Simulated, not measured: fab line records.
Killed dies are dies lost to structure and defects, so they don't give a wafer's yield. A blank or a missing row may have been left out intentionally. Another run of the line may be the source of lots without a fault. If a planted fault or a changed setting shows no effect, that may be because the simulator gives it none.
One fault through the eyes of 2 desks :: flow n5Finfet :: each desk has only its own numbers; what lay behind them comes last

== AT THE METROLOGY DESK ==
Means of the sampled wafers that have a number, per lot and without regard to the tool the lot ran on: this is what the gauges read. Marked OUT: a lot whose mean sits more than 4 standard deviations from the usual mean, which makes it out of limits; the brackets give that distance. Readings shown: 7 of its 10, picked as those furthest out on some lot.
Columns: A = DIBL_N at N5_BEOL_M4_RC_MEAS_101, usual 36.1 mV/V; B = IOFF_N at N5_BEOL_M4_RC_MEAS_101, usual 0.154 nA/um; C = IOFF_P at N5_BEOL_M4_RC_MEAS_101, usual 0.21 nA/um; D = ION_N at N5_BEOL_M4_RC_MEAS_101, usual 673 uA/um; E = ION_P at N5_BEOL_M4_RC_MEAS_101, usual 463 uA/um; F = SS_N at N5_BEOL_M4_RC_MEAS_101, usual 71.6 mV/dec; G = SS_P at N5_BEOL_M4_RC_MEAS_101, usual 73.2 mV/dec
lot: L473
first seen here: day 8 05:05
A: 38.5
B: 0.203
C: 0.27
D: 681
E: 466
F: 72.1
G: 74.1

lot: L472
first seen here: day 8 10:36
A: 37.5
B: 0.164
C: 0.24
D: 664
E: 458
F: 72.4
G: 73.4

lot: L480
first seen here: day 10 12:09
A: 35.8
B: 0.146
C: 0.20
D: 686
E: 473
F: 72.1
G: 73.4

lot: L482
first seen here: day 11 12:47
A: 34.5
B: 0.147
C: 0.22
D: 674
E: 462
F: 71.0
G: 73.1

lot: L483
first seen here: day 11 15:58
A: 34.0
B: 0.130
C: 0.18
D: 666
E: 461
F: 71.0
G: 73.1

lot: L486
first seen here: day 12 03:58
A: 37.0
B: 0.165
C: 0.21
D: 670
E: 459
F: 72.1
G: 73.1

lot: L485
first seen here: day 12 04:52
A: 35.9
B: 0.146
C: 0.20
D: 665
E: 458
F: 71.8
G: 73.1

lot: L489
first seen here: day 12 11:14
A: 37.1
B: 0.165
C: 0.21
D: 676
E: 462
F: 72.0
G: 73.1

lot: L487
first seen here: day 12 15:35
A: 35.0
B: 0.129
C: 0.21
D: 667
E: 467
F: 71.0
G: 73.3

lot: L495
first seen here: day 14 10:16
A: 37.2
B: 0.148
C: 0.18
D: 671
E: 457
F: 71.2
G: 73.2
Result from this desk: across the 10 lots, nothing is out of limits.

== AT THE TOOL OWNER'S DESK: cvdCo-02 ==
The tool's own readings at N5_BEOL_M0_CO_CAP_123 (material Co, precursor CCTBA/H2, target thk 2 nm, time 102.1 s): means of the sampled wafers that have a number, for each lot that ran on this tool. Marked OUT: a lot whose mean sits more than 4 standard deviations from the usual mean, which makes it out of limits; the brackets give that distance.
Columns: A = chamberPressureTorr at N5_BEOL_M0_CO_CAP_123, usual 29.99 Torr; B = heaterPowerOuterW at N5_BEOL_M0_CO_CAP_123, usual 114 W; C = heaterPowerW at N5_BEOL_M0_CO_CAP_123, usual 222 W
lot: L480
first seen here: day 8 04:58
A: 30.01
B: 123
C: 231

lot: L482
first seen here: day 9 00:37
A: 30.08
B: 109
C: 218

lot: L489
first seen here: day 10 06:39
A: 29.96
B: 111
C: 221
Result from this desk: across the 3 lots, nothing is out of limits.

== TAKEN TOGETHER ==
From the metrology desk's view, nothing was out of limits.
The tool owner's desk saw nothing out of limits.

== WHAT THE SIMULATOR HAD PUT IN ==
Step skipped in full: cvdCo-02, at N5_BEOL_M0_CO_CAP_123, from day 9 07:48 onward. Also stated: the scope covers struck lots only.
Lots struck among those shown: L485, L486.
